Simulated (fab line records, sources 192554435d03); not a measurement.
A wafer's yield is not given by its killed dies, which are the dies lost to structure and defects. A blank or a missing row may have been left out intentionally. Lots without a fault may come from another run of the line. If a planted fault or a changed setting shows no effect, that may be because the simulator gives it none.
fab line records	flow n5-finfet
record: lots: 9	wafers: 27	last-day: 19
route steps=1938 shown BEOL_M4@1111 BEOL_M5@1178 BEOL_M6@1194 PASSIVATION@1936
lots with no fault: from the same line, run without faults
start-h: hours from the record's first day to the start of the lot's first wafer shown	wait-h: hours from the lot's prior step to this one	" repeats the value in the row above	L1.1+2: one row covering several wafers at once	- either no value or no given start	* or withheld: withheld	< > ~ a bound
route shown NAME@n: a module of which the file shows steps, and the number in the route of the first	usual: mean and standard deviation over wafers with no fault	same: alike in all rows	chamber/n: place in a boat	sites: per-site readings	_std_site: the standard deviation of these	_edge_site: mean of outer sites minus mean of inner sites	radius-mm: how far each site lies from the wafer's centre	mask NAME#n: copy n	behind: tool/chamber where the wafer was last shaped	hold: what put the lot on hold/how long, in hours/how the hold closed	device: the n, p or np transistor that did not switch	end of line: at the end of the route, the tests of the same wafers	a step given without rows: its recipe and nothing more	killed: at the first sort, the dies lost to defects and structure; wafer yield is something else	map: a wafer's dies, x killed, . not, _ none there
set.NAME: the setting the step ran with; set.NAME@STEP: the setting that earlier step ran with	model.NAME: the simulator's own value behind a step, which no gauge read
the route's steps for a sample of lots (tables are steps, rows are wafers)
services: a tool's chamber out of use, with start hour (start-h, from the record's first day; less than 0 if before it), hours out, and reason
== steps ==
step: N5_BEOL_M4_RC_MEAS_101
usual: DIBL_N: 36.8/1.9	DIBL_P: 36.5/2.1	IOFF_N: 0.17/0.038	IOFF_P: 0.22/0.039	ION_N: 675/12	ION_P: 463/7.4	SS_N: 71.6/0.71	SS_P: 73.4/0.72	VT_N: 249/3.3	VT_P: -250/3.3
lot.wafer	tool	chamber	start-h	wait-h	DIBL_N[mV/V]	DIBL_P[mV/V]	IOFF_N[nA/um]	IOFF_P[nA/um]	ION_N[uA/um]	ION_P[uA/um]	SS_N[mV/dec]	SS_P[mV/dec]	VT_N[mV]	VT_P[mV]
L280.1	prober-01	0	176.42	0.0	34.7	34.3	0.12	0.16	657	453	71.0	72.6	251	-256
L280.2	"	0	"	"	39.9	40.0	0.21	0.24	680	459	72.7	74.3	249	-252
L280.6	"	0	"	"	35.7	34.5	0.12	0.16	656	450	70.9	72.9	252	-256
L282.3	prober-02	0	195.06	0.3	37.8	37.4	0.19	0.25	672	461	71.9	73.3	248	-249
L282.4	"	0	"	"	36.4	36.3	0.17	0.23	678	465	71.3	73.2	248	-247
L282.5	"	0	"	"	37.7	38.7	0.19	0.27	684	472	71.3	73.7	242	-244
L285.1	prober-02	0	203.56	0.0	40.9	40.5	0.23	0.29	690	470	72.9	75.1	247	-247
L285.3	"	0	"	"	39.9	40.0	0.24	0.31	705	486	72.0	74.4	241	-244
L285.4	"	0	"	"	36.8	35.5	0.16	0.21	678	468	70.9	73.7	249	-250
L286.3	prober-02	0	237.44	0.3	33.6	33.0	0.12	0.16	654	458	70.5	72.4	253	-254
L286.4	"	0	"	"	36.5	35.9	0.16	0.20	667	456	71.6	73.9	250	-252
L286.5	"	0	"	"	37.0	37.0	0.17	0.21	657	452	71.3	74.4	249	-250
L294.1	prober-01	0	287.35	0.0	39.0	37.3	0.23	0.27	668	461	73.2	73.8	247	-244
L294.3	"	0	"	"	34.7	34.8	0.14	0.23	682	480	70.9	73.4	251	-248
L294.5	"	0	"	"	41.0	40.3	0.31	0.33	682	470	72.9	75.1	242	-243
L295.2	prober-01	0	291.80	0.2	36.7	37.7	0.18	0.24	675	467	72.2	73.5	247	-246
L295.4	"	0	"	"	36.0	37.0	0.17	0.23	665	461	72.5	73.2	248	-248
L295.5	"	0	"	"	33.4	34.2	0.13	0.19	660	458	71.2	72.3	250	-249
L297.2	prober-02	0	292.74	0.2	36.2	35.5	0.13	0.18	676	461	71.8	73.3	253	-256
L297.4	"	0	"	"	38.4	37.3	0.16	0.20	667	454	72.5	73.9	252	-251
L297.5	"	0	"	"	34.2	32.5	0.11	0.14	673	456	71.4	72.3	254	-257
L300.2	prober-02	0	330.36	0.2	34.5	33.5	0.12	0.15	681	463	70.7	72.4	252	-252
L300.3	"	0	"	"	35.6	34.9	0.13	0.17	677	462	71.7	73.2	254	-253
L300.4	"	0	"	"	36.0	35.2	0.15	0.17	676	456	72.1	73.9	250	-254
L302.2	prober-02	0	337.79	0.2	38.5	38.1	0.20	0.25	698	472	72.2	73.8	244	-247
L302.3	"	0	"	"	41.7	40.6	0.28	0.31	685	470	72.6	74.5	242	-245
L302.5	"	0	"	"	36.9	34.9	0.16	0.20	680	465	71.7	73.5	250	-251
step: N5_BEOL_M5_ANNEAL_82
recipe: temp-c: 400	time-s: 1800	ambient: vacuum
usual: heater-power-w: 857/59	susceptor-temp-C: 399.99/0.19
lot.wafer	tool	chamber	start-h	wait-h	heater-power-w	susceptor-temp-C
L280.1	pvd-sputter-02	-	184.86	0.0	1037	400.19
L280.2	"	-	"	"	826	399.99
L280.6	"	-	"	"	1004	400.60
L282.3	pvd-sputter-03	-	205.00	0.0	828	399.88
L282.4	"	-	"	"	879	399.94
L282.5	"	-	"	"	782	399.97
L285.1	pvd-sputter-03	-	211.68	0.0	889	400.12
L285.3	"	-	"	"	812	400.16
L285.4	"	-	"	"	845	400.01
L286.3	pvd-sputter-03	-	250.54	0.0	819	400.24
L286.4	"	-	"	"	850	400.20
L286.5	"	-	"	"	895	399.96
L294.1	pvd-sputter-03	-	298.37	0.0	861	400.14
L294.3	"	-	"	"	818	400.08
L294.5	"	-	"	"	870	400.19
L295.2	pvd-sputter-01	-	300.27	0.0	899	400.39
L295.4	"	-	"	"	841	400.15
L295.5	"	-	"	"	853	400.07
L297.2	pvd-sputter-03	-	302.80	0.0	834	399.78
L297.4	"	-	"	"	882	399.87
L297.5	"	-	"	"	834	399.79
L300.2	pvd-sputter-03	-	337.01	0.0	837	400.05
L300.3	"	-	"	"	830	399.93
L300.4	"	-	"	"	830	400.11
L302.2	pvd-sputter-01	-	353.00	0.0	893	400.21
L302.3	"	-	"	"	842	399.77
L302.5	"	-	"	"	900	399.94
step: N5_BEOL_M5_SPUTTER_90
recipe: material: Cu	target-thk-a: 45	temp-c: -20	chamber-pressure-pa: 0.07	power-w: withheld	time-s: 8.29
usual: susceptor-temp-C: -20.00/0.099	throttle-valve-pct: 29.3/1.1
lot.wafer	tool	chamber	start-h	wait-h	susceptor-temp-C	throttle-valve-pct
L280.1	pvd-sputter-02	-	188.04	0.5	-20.05	28.4
L280.2	"	-	"	"	-19.96	30.7
L280.6	"	-	"	"	-19.98	28.6
L282.3	pvd-sputter-03	-	208.18	0.5	-19.79	29.7
L282.4	"	-	"	"	-19.89	29.0
L282.5	"	-	"	"	-20.08	30.0
L285.1	pvd-sputter-03	-	214.86	0.5	-19.99	30.1
L285.3	"	-	"	"	-20.09	30.2
L285.4	"	-	"	"	-19.79	29.1
L286.3	pvd-sputter-03	-	253.72	0.5	-20.06	30.0
L286.4	"	-	"	"	-20.01	29.4
L286.5	"	-	"	"	-19.98	29.7
L294.1	pvd-sputter-03	-	301.55	0.5	-20.03	29.0
L294.3	"	-	"	"	-19.89	29.8
L294.5	"	-	"	"	-20.01	28.8
L295.2	pvd-sputter-01	-	303.45	0.5	-19.99	29.9
L295.4	"	-	"	"	-19.89	30.3
L295.5	"	-	"	"	-19.93	30.0
L297.2	pvd-sputter-03	-	307.62	0.5	-19.99	30.0
L297.4	"	-	"	"	-20.04	29.9
L297.5	"	-	"	"	-20.03	30.0
L300.2	pvd-sputter-03	-	340.19	0.5	-19.98	29.5
L300.3	"	-	"	"	-20.21	29.1
L300.4	"	-	"	"	-20.24	30.2
L302.2	pvd-sputter-01	-	356.18	0.5	-20.11	30.2
L302.3	"	-	"	"	-20.03	28.7
L302.5	"	-	"	"	-20.03	29.8
step: N5_BEOL_M5_CO_CAP_78
recipe: material: Co	target-thk-a: 20	temp-c: 200	precursor: CCTBA/H2	pressure-torr: 30	time-s: 102.1
usual: heater-power-w: 248/28	susceptor-temp-C: 199.99/0.17
lot.wafer	tool	chamber	start-h	wait-h	heater-power-w	susceptor-temp-C
L280.1	cvd-co-02	0	188.93	0.0	259	200.05
L280.2	"	1	"	"	282	199.57
L280.6	"	1	"	"	281	199.68
L282.3	cvd-co-01	2	209.16	0.0	195	200.01
L282.4	"	2	"	"	191	200.00
L282.5	"	1	"	"	259	200.28
L285.1	cvd-co-01	0	215.93	0.0	237	200.15
L285.3	"	2	"	"	196	200.07
L285.4	"	0	"	"	237	200.15
L286.3	cvd-co-01	0	254.60	0.0	244	199.99
L286.4	"	2	"	"	188	200.12
L286.5	"	1	"	"	260	200.16
L294.1	cvd-co-02	1	302.43	0.0	291	200.09
L294.3	"	0	"	"	258	200.09
L294.5	"	2	"	"	227	200.01
L295.2	cvd-co-01	1	304.39	0.0	259	199.90
L295.4	"	1	"	"	259	200.06
L295.5	"	0	"	"	242	200.17
L297.2	cvd-co-01	2	308.49	0.0	197	199.72
L297.4	"	0	"	"	234	200.37
L297.5	"	2	"	"	194	200.01
L300.2	cvd-co-02	2	341.08	0.0	230	199.97
L300.3	"	1	"	"	278	200.25
L300.4	"	0	"	"	256	200.07
L302.2	cvd-co-02	1	357.05	0.0	289	199.94
L302.3	"	2	"	"	237	200.32
L302.5	"	2	"	"	227	199.84
step: N5_BEOL_M6_ILD_DEP_00
recipe: material: SiCOH_lowk	target-thk-a: 1797.5	temp-c: 300	precursor: DEMS/porogen	pressure-torr: 5	rf-w: 500	time-s: 33.4
usual: heater-power-w: 320/55	showerhead-plenum-p-Torr: 5.737/0.011	susceptor-temp-C: 299.98/0.18	throttle-valve-pct: 14.0/0.78
lot.wafer	tool	chamber	start-h	wait-h	heater-power-w	showerhead-plenum-p-Torr	susceptor-temp-C	throttle-valve-pct
L280.1	pecvd-01	1	189.22	0.0	322	5.747	300.04	15.8
L280.2	"	2	"	"	337	5.738	300.29	13.9
L280.6	"	1	"	"	331	5.749	300.32	15.5
L282.3	pecvd-02	1	209.42	0.1	244	5.722	300.08	13.5
L282.4	"	0	"	"	227	5.728	300.36	14.4
L282.5	"	1	"	"	254	5.738	300.10	13.3
L285.1	pecvd-01	2	216.18	0.0	382	5.726	300.04	13.7
L285.3	"	1	"	"	323	5.747	300.15	15.6
L285.4	"	2	"	"	389	5.733	299.92	13.1
L286.3	pecvd-02	1	254.84	0.0	246	5.737	299.78	13.7
L286.4	"	2	"	"	390	5.737	299.73	13.2
L286.5	"	1	"	"	257	5.733	299.95	13.4
L294.1	pecvd-02	2	302.67	0.0	344	5.732	-	13.4
L294.3	"	1	"	"	317	5.740	300.02	13.5
L294.5	"	0	"	"	205	5.746	300.08	14.4
L295.2	pecvd-02	2	304.68	0.0	365	5.725	-	13.4
L295.4	"	0	"	"	240	5.748	299.86	14.1
L295.5	"	1	"	"	253	5.757	300.28	13.4
L297.2	pecvd-01	2	308.74	0.0	384	5.735	299.93	13.5
L297.4	"	1	"	"	369	5.742	299.93	15.6
L297.5	"	0	"	"	310	5.745	299.77	13.4
L300.2	pecvd-03	1	341.33	0.0	390	5.740	300.17	14.8
L300.3	"	0	"	"	269	5.739	299.56	13.9
L300.4	"	0	"	"	277	5.740	299.98	13.9
L302.2	pecvd-01	2	357.30	0.0	356	5.737	299.75	13.7
L302.3	"	1	"	"	375	5.750	300.03	15.8
L302.5	"	2	"	"	366	5.748	299.68	13.7
step: N5_BEOL_M6_THK_MEAS_01
recipe: reads: SiCOH_lowk_of_BEOL_M6_ILD_DEP_00
usual: M6_ILD_THK: 155.3/1.9
lot.wafer	tool	chamber	start-h	wait-h	M6_ILD_THK[nm]
L280.1	film-metro-02	-	189.79	0.4	156.4
L280.2	"	-	"	"	155.5
L280.6	"	-	"	"	157.8
L282.3	film-metro-01	-	210.02	0.3	155.9
L282.4	"	-	"	"	156.1
L282.5	"	-	"	"	158.3
L285.1	film-metro-01	-	216.77	0.4	154.4
L285.3	"	-	"	"	158.9
L285.4	"	-	"	"	157.3
L286.3	film-metro-02	-	255.42	0.3	156.5
L286.4	"	-	"	"	157.6
L286.5	"	-	"	"	159.2
L294.1	film-metro-01	-	303.25	0.4	64.6
L294.3	"	-	"	"	150.5
L294.5	"	-	"	"	152.8
L295.2	film-metro-02	-	305.48	0.4	65.9
L295.4	"	-	"	"	155.5
L295.5	"	-	"	"	155.7
L297.2	film-metro-01	-	309.32	0.4	152.3
L297.4	"	-	"	"	158.5
L297.5	"	-	"	"	154.4
L300.2	film-metro-02	-	341.91	0.4	153.2
L300.3	"	-	"	"	156.0
L300.4	"	-	"	"	156.3
L302.2	film-metro-01	-	357.87	0.4	151.9
L302.3	"	-	"	"	153.3
L302.5	"	-	"	"	153.4
step: N5_PASSIVATION_PROBE_49
usual: defect-limited-yield: 91.3/1.4	killed_at_M0_to_M3: 33/11	killed_at_M4_up: 15/6.2	killed-at-contacts: 13/6.5	killed-at-front-end: 38/11	killed-at-other: 3.4/2.6	killed-dies: 102/17	killed-on-rim: 13/4.1	killed-open: 67/12	killed-short: 34/7.9	sort_bin_4_leakage: 0.00/0.022	sort_bin_5_function: 5.1/0.88	sort_bin_6_memory: 3.3/0.65	sort-n-pass: 1078/17	sort-yield-pct: 91.3/1.4
same: gross-dies: 1180	killed-at-back-side: 0	sort_bin_8_speed[%]: 0
lot.wafer	tool	chamber	start-h	wait-h	defect-limited-yield[%]	killed_at_M0_to_M3	killed_at_M4_up	killed-at-contacts	killed-at-front-end	killed-at-other	killed-dies	killed-on-rim	killed-open	killed-short	sort_bin_4_leakage[%]	sort_bin_5_function[%]	sort_bin_6_memory[%]	sort-n-pass	sort-yield-pct[%]
L280.1	prober-01	-	273.66	0.0	91.5	19	8	26	46	1	100	9	61	39	0	5.4	2.8	1080	91.5
L280.2	prober-01	-	273.71	0.1	92.7	24	23	20	19	0	86	6	62	23	0	4.8	2.3	1094	92.7
L280.6	prober-01	-	273.91	0.3	93.1	14	9	29	30	0	82	16	55	27	0	4.5	2.3	1098	93.1
L285.1	prober-01	-	304.36	0.0	92.3	30	7	16	36	2	91	13	59	31	0	4.9	2.5	1089	92.3
L285.3	prober-01	-	304.46	0.1	93.9	21	15	3	32	1	72	7	44	26	0	3.6	2.3	1108	93.9
L285.4	prober-01	-	304.51	0.2	92.0	29	18	7	37	3	94	11	54	40	0	4.8	2.6	1086	92.0
L282.3	prober-02	-	315.83	0.1	92.4	21	14	18	32	5	90	9	57	31	0	4.4	2.9	1090	92.4
L282.4	prober-02	-	315.88	0.2	90.6	54	11	9	31	6	111	12	71	36	0	6.0	3.1	1069	90.6
L282.5	prober-02	-	315.93	0.2	92.2	37	15	7	28	5	92	14	62	28	0	4.6	3.0	1088	92.2
L286.3	prober-01	-	346.12	0.1	90.5	48	11	17	31	5	112	14	73	36	0	5.0	3.8	1068	90.5
L286.4	prober-01	-	346.17	0.2	91.4	36	10	18	29	9	102	11	76	26	0	5.5	3.1	1078	91.4
L286.5	prober-01	-	346.22	0.2	90.9	31	19	24	27	6	107	13	80	26	0	5.1	3.6	1073	90.9
L294.1	prober-01	-	391.87	0.0	0.1	25	1112	8	33	1	1179	152	57	23	0	3.6	3.0	1	0.1
L294.3	prober-01	-	391.97	0.1	92.1	34	12	9	37	1	93	10	66	27	0	4.6	3.0	1087	92.1
L294.5	prober-01	-	392.07	0.2	92.5	32	14	7	31	5	89	12	64	25	0.25	3.6	3.7	1088	92.2
L297.2	prober-02	-	392.57	0.1	91.3	27	21	9	42	4	103	7	73	26	0	4.7	3.6	1077	91.3
L297.4	prober-02	-	392.67	0.2	89.7	20	26	14	55	7	122	19	73	47	0	5.6	4.0	1058	89.7
L297.5	prober-02	-	392.72	0.2	90.8	23	21	23	41	0	108	10	81	27	0	5.2	3.8	1072	90.8
L295.2	prober-01	-	394.05	0.1	0.6	20	1084	20	45	4	1173	151	86	30	0	6.0	3.6	7	0.6
L295.4	prober-01	-	394.15	0.2	91.9	29	9	18	34	5	95	10	54	40	0	4.8	2.7	1085	91.9
L295.5	prober-01	-	394.20	0.2	91.4	20	11	20	48	2	101	7	67	33	0	5.1	3.5	1079	91.4
L300.2	prober-02	-	434.81	0.8	93.1	31	11	4	25	11	82	8	44	36	0	4.8	1.9	1098	93.1
L300.3	prober-02	-	434.86	0.8	91.6	26	12	16	34	11	99	16	69	28	0	4.7	3.6	1081	91.6
L300.4	prober-02	-	434.91	0.9	91.6	16	17	25	34	7	99	9	64	32	0	5.9	1.7	1081	91.6
L302.2	prober-01	-	455.34	0.1	90.2	29	24	9	51	3	116	18	87	27	0	5.2	4.1	1064	90.2
L302.3	prober-01	-	455.39	0.1	90.8	18	31	15	39	6	109	14	71	36	0	5.8	3.3	1071	90.8
L302.5	prober-01	-	455.49	0.2	91.3	34	20	13	35	1	103	12	71	31	0	4.8	3.7	1077	91.3
killed by level:class
L280.1 MOL_CONTACT_COAG:geometric-particle:open=20 FIN_SAQP:geometric-particle:short=13 ILD0:geometric-particle:short=6 MOL_CONTACT_COAG:geometric-particle:short=6 BEOL_M0_SAQP:geometric-particle:short=6 GATE_CUT:geometric-particle:open=5 BEOL_M4:geometric-particle:open=5 ILD0:geometric-particle:open=4
L280.2 BEOL_M4:geometric-particle:open=12 MOL_CONTACT_COAG:geometric-particle:open=10 MOL_CONTACT_COAG:geometric-particle:short=10 BEOL_M3:geometric-particle:open=8 FIN_SAQP:geometric-particle:open=5 STI_FIN_REVEAL:geometric-particle:open=5 BEOL_M0_SAQP:geometric-particle:open=5 FIN_SAQP:geometric-particle:short=3
L280.6 MOL_CONTACT_COAG:geometric-particle:open=19 MOL_CONTACT_COAG:geometric-particle:short=10 STI_FIN_REVEAL:geometric-particle:open=8 FIN_CUT:geometric-particle:open=4 STI_FIN_REVEAL:geometric-particle:short=4 BEOL_M4:geometric-particle:open=4 STARTING-WAFER:geometric-particle:open=4 BEOL_M2:geometric-particle:open=3
L285.1 MOL_CONTACT_COAG:geometric-particle:open=14 BEOL_M0_SAQP:geometric-particle:open=10 STI_FIN_REVEAL:geometric-particle:open=8 BEOL_M0_SAQP:geometric-particle:short=8 STI_FIN_REVEAL:geometric-particle:short=6 GATE_CUT:geometric-particle:short=6 BEOL_M3:geometric-particle:open=5 GATE_CUT:geometric-particle:open=4
L285.3 BEOL_M3:geometric-particle:open=9 GATE_CUT:geometric-particle:short=6 BEOL_M4:geometric-particle:open=6 STI_FIN_REVEAL:geometric-particle:open=5 DUMMY_GATE:geometric-particle:open=5 BEOL_M4:geometric-particle:short=4 DUMMY_GATE:geometric-particle:short=3 FIN_SAQP:geometric-particle:short=2
L285.4 BEOL_M4:geometric-particle:open=12 GATE_CUT:geometric-particle:short=8 STI_FIN_REVEAL:geometric-particle:open=7 BEOL_M0_SAQP:geometric-particle:short=7 BEOL_M0_SAQP:geometric-particle:open=7 STARTING-WAFER:geometric-particle:short=6 MOL_CONTACT_COAG:geometric-particle:open=5 BEOL_M2:geometric-particle:open=5
L282.3 MOL_CONTACT_COAG:geometric-particle:open=14 FIN_SAQP:geometric-particle:open=7 BEOL_M2:geometric-particle:open=6 FIN_SAQP:geometric-particle:short=5 BEOL_M0_SAQP:geometric-particle:short=5 STI_FIN_REVEAL:geometric-particle:short=4 BEOL_M4:geometric-particle:open=4 BEOL_M5:geometric-particle:open=4
L282.4 BEOL_M0_SAQP:geometric-particle:open=15 BEOL_M0_SAQP:geometric-particle:short=13 BEOL_M3:geometric-particle:open=13 MOL_CONTACT_COAG:geometric-particle:open=7 GATE_CUT:geometric-particle:short=6 BEOL_M1:geometric-particle:open=6 FIN_SAQP:geometric-particle:open=5 GATE_CUT:geometric-particle:open=5
L282.5 GATE_CUT:geometric-particle:open=9 BEOL_M0_SAQP:geometric-particle:open=9 BEOL_M0_SAQP:geometric-particle:short=9 BEOL_M2:geometric-particle:open=7 BEOL_M3:geometric-particle:open=6 BEOL_M1:geometric-particle:open=5 BEOL_M4:geometric-particle:open=5 BEOL_M5:geometric-particle:open=5
L286.3 MOL_CONTACT_COAG:geometric-particle:open=15 BEOL_M2:geometric-particle:open=10 BEOL_M0_SAQP:geometric-particle:open=8 BEOL_M1:geometric-particle:open=8 BEOL_M0_SAQP:geometric-particle:short=7 BEOL_M1:geometric-particle:short=6 BEOL_M4:geometric-particle:open=6 STARTING-WAFER:geometric-particle:short=6
L286.4 MOL_CONTACT_COAG:geometric-particle:open=15 BEOL_M1:geometric-particle:open=11 FIN_SAQP:geometric-particle:open=10 BEOL_M0_SAQP:geometric-particle:open=9 BEOL_M3:geometric-particle:open=6 STI_FIN_REVEAL:geometric-particle:open=5 PASS1_CAP:geometric-particle:short=4 DUMMY_GATE:geometric-particle:open=3
L286.5 MOL_CONTACT_COAG:geometric-particle:open=19 BEOL_M4:geometric-particle:open=11 BEOL_M3:geometric-particle:open=8 STARTING-WAFER:geometric-particle:open=7 BEOL_M2:geometric-particle:open=6 MOL_CONTACT_COAG:geometric-particle:short=5 BEOL_M0_SAQP:geometric-particle:open=5 DUMMY_GATE:geometric-particle:open=4
L294.1 BEOL_M6:area-dep=1099 STI_FIN_REVEAL:geometric-particle:open=10 FIN_SAQP:geometric-particle:open=7 MOL_CONTACT_COAG:geometric-particle:open=7 BEOL_M1:geometric-particle:open=5 BEOL_M2:geometric-particle:open=5 BEOL_M0_SAQP:geometric-particle:short=4 BEOL_M3:geometric-particle:open=4
L294.3 STI_FIN_REVEAL:geometric-particle:open=11 BEOL_M1:geometric-particle:open=11 MOL_CONTACT_COAG:geometric-particle:open=8 BEOL_M2:geometric-particle:open=8 BEOL_M2:geometric-particle:short=6 FIN_SAQP:geometric-particle:short=5 DUMMY_GATE:geometric-particle:open=5 BEOL_M1:geometric-particle:short=5
L294.5 BEOL_M0_SAQP:geometric-particle:open=8 BEOL_M1:geometric-particle:open=8 STARTING-WAFER:geometric-particle:open=7 MOL_CONTACT_COAG:geometric-particle:open=5 STI_FIN_REVEAL:geometric-particle:open=4 GATE_CUT:geometric-particle:short=4 BEOL_M1:geometric-particle:short=4 BEOL_M3:geometric-particle:open=4
L297.2 BEOL_M2:geometric-particle:open=11 BEOL_M4:geometric-particle:open=11 STI_FIN_REVEAL:geometric-particle:open=8 BEOL_M0_SAQP:geometric-particle:open=7 GATE_CUT:geometric-particle:short=7 FIN_SAQP:geometric-particle:open=6 MOL_CONTACT_COAG:geometric-particle:open=6 BEOL_M0_SAQP:geometric-particle:short=4
L297.4 BEOL_M4:geometric-particle:open=16 FIN_SAQP:geometric-particle:short=12 MOL_CONTACT_COAG:geometric-particle:open=11 GATE_CUT:geometric-particle:short=10 FIN_SAQP:geometric-particle:open=8 STI_FIN_REVEAL:geometric-particle:open=7 BEOL_M0_SAQP:geometric-particle:short=5 BEOL_M2:geometric-particle:open=4
L297.5 MOL_CONTACT_COAG:geometric-particle:open=19 BEOL_M4:geometric-particle:open=16 FIN_SAQP:geometric-particle:open=11 GATE_CUT:geometric-particle:short=9 BEOL_M2:geometric-particle:open=9 STI_FIN_REVEAL:geometric-particle:open=7 STARTING-WAFER:geometric-particle:open=6 MOL_CONTACT_COAG:geometric-particle:short=4
L295.2 BEOL_M6:area-dep=1056 MOL_CONTACT_COAG:geometric-particle:open=20 STI_FIN_REVEAL:geometric-particle:open=18 FIN_SAQP:geometric-particle:short=13 BEOL_M2:geometric-particle:open=11 BEOL_M5:geometric-particle:open=7 BEOL_M4:geometric-particle:open=6 BEOL_M5:geometric-particle:short=5
L295.4 MOL_CONTACT_COAG:geometric-particle:open=13 BEOL_M0_SAQP:geometric-particle:short=8 FIN_SAQP:geometric-particle:short=7 FIN_SAQP:geometric-particle:open=6 DUMMY_GATE:geometric-particle:open=5 DUMMY_GATE:geometric-particle:short=5 MOL_CONTACT_COAG:geometric-particle:short=5 BEOL_M2:geometric-particle:open=5
L295.5 FIN_SAQP:geometric-particle:short=12 MOL_CONTACT_COAG:geometric-particle:open=11 STI_FIN_REVEAL:geometric-particle:open=10 FIN_SAQP:geometric-particle:open=9 MOL_CONTACT_COAG:geometric-particle:short=9 DUMMY_GATE:geometric-particle:open=7 BEOL_M2:geometric-particle:open=6 BEOL_M7:geometric-particle:open=5
L300.2 BEOL_M0_SAQP:geometric-particle:short=12 STI_FIN_REVEAL:geometric-particle:open=7 BEOL_M0_SAQP:geometric-particle:open=6 BEOL_M4:geometric-particle:open=6 PASS1_CAP:geometric-particle:short=5 BEOL_M2:geometric-particle:open=5 STARTING-WAFER:geometric-particle:short=5 PASS1_CAP:geometric-particle:open=4
L300.3 MOL_CONTACT_COAG:geometric-particle:open=13 STI_FIN_REVEAL:geometric-particle:open=9 BEOL_M2:geometric-particle:open=9 FIN_SAQP:geometric-particle:short=8 BEOL_M4:geometric-particle:open=6 BEOL_M0_SAQP:geometric-particle:open=6 PASS1_CAP:geometric-particle:open=5 DUMMY_GATE:geometric-particle:open=3
L300.4 MOL_CONTACT_COAG:geometric-particle:open=20 STI_FIN_REVEAL:geometric-particle:open=11 BEOL_M4:geometric-particle:open=7 FIN_SAQP:geometric-particle:short=6 MOL_CONTACT_COAG:geometric-particle:short=5 PASS1_CAP:geometric-particle:short=4 STI_FIN_REVEAL:geometric-particle:short=3 BEOL_M0_SAQP:geometric-particle:open=3
L302.2 BEOL_M4:geometric-particle:open=18 FIN_SAQP:geometric-particle:open=13 BEOL_M2:geometric-particle:open=10 BEOL_M3:geometric-particle:open=9 MOL_CONTACT_COAG:geometric-particle:open=8 FIN_SAQP:geometric-particle:short=4 DUMMY_GATE:geometric-particle:open=4 ILD0:geometric-particle:open=4
L302.3 BEOL_M4:geometric-particle:open=18 MOL_CONTACT_COAG:geometric-particle:open=11 FIN_SAQP:geometric-particle:short=9 BEOL_M2:geometric-particle:open=6 STARTING-WAFER:geometric-particle:open=6 FIN_SAQP:geometric-particle:open=5 STI_FIN_REVEAL:geometric-particle:open=4 DUMMY_GATE:geometric-particle:open=4
L302.5 BEOL_M4:geometric-particle:open=14 STI_FIN_REVEAL:geometric-particle:open=9 BEOL_M2:geometric-particle:open=9 BEOL_M3:geometric-particle:open=9 MOL_CONTACT_COAG:geometric-particle:open=8 FIN_SAQP:geometric-particle:open=5 MOL_CONTACT_COAG:geometric-particle:short=5 BEOL_M0_SAQP:geometric-particle:short=4
== services ==
tool	chamber	start-h	hours	kind
cvd-co-02	2	184.98	28.7	repair
pecvd-02	0	192.04	5.5	scheduled-down
pecvd-01	0	201.42	29.6	repair
pecvd-03	1	202.03	5.5	scheduled-down
pecvd-02	2	202.38	-	clean
pecvd-02	2	202.38	-	consumable-replace:showerhead
pecvd-02	2	202.38	29.0	scheduled-down
pecvd-02	2	202.38	29.0	vent-cycle
cvd-co-02	-	235.74	1.7	repair
pecvd-02	2	238.08	2.1	scheduled-down
pecvd-02	-	247.82	2.8	pm
pecvd-02	0	251.36	2.1	scheduled-down
cvd-co-01	-	267.94	1.4	repair
pecvd-01	1	276.42	5.0	repair
pecvd-01	2	281.28	2.1	scheduled-down
pecvd-03	2	282.52	4.5	repair
pecvd-03	-	284.37	1.2	repair
pecvd-03	0	303.21	2.1	scheduled-down
cvd-co-02	-	331.18	1.1	repair
cvd-co-01	-	331.84	41.0	repair
pecvd-03	2	335.49	5.5	scheduled-down
pecvd-01	-	350.02	2.8	repair
== key ==
first-sign: step: N5_BEOL_M6_THK_MEAS_01	reading: M6_ILD_THK	direction: down	sigmas: 47	usual: 155.3	struck: 65.3
effect: step: N5_PASSIVATION_PROBE_49	reading: killed_at_M4_up	direction: up	sigmas: 99+	usual: 15	struck: 1098
more-kills-born-at: N5_BEOL_M6_ILD_DEP_00@pecvd-02: 2155
met-at N5_BEOL_M6_ILD_DEP_00
struck-lots L294,L295
struck-wafers L294.1,L295.2
later-rows-left-out L294.1,L295.2
not-acting-at N5_BEOL_M5_ANNEAL_82,N5_BEOL_M5_SPUTTER_90,N5_BEOL_M5_CO_CAP_78
onset-between 254.84 302.67
fault: kind: process-parameter-drift	tool: pecvd-02	chamber: -	onset-h: 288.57	steps: N5_BEOL_M6_ILD_DEP_00	channel: time-s	offset: *	shape: step	end-h: 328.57	scope: struck-wafers-only	acts-in: *	stated: *
later-rows-left-out: the simulator's readings of these wafers behind a module that went badly wrong aren't trusted and aren't shown, but for the sort
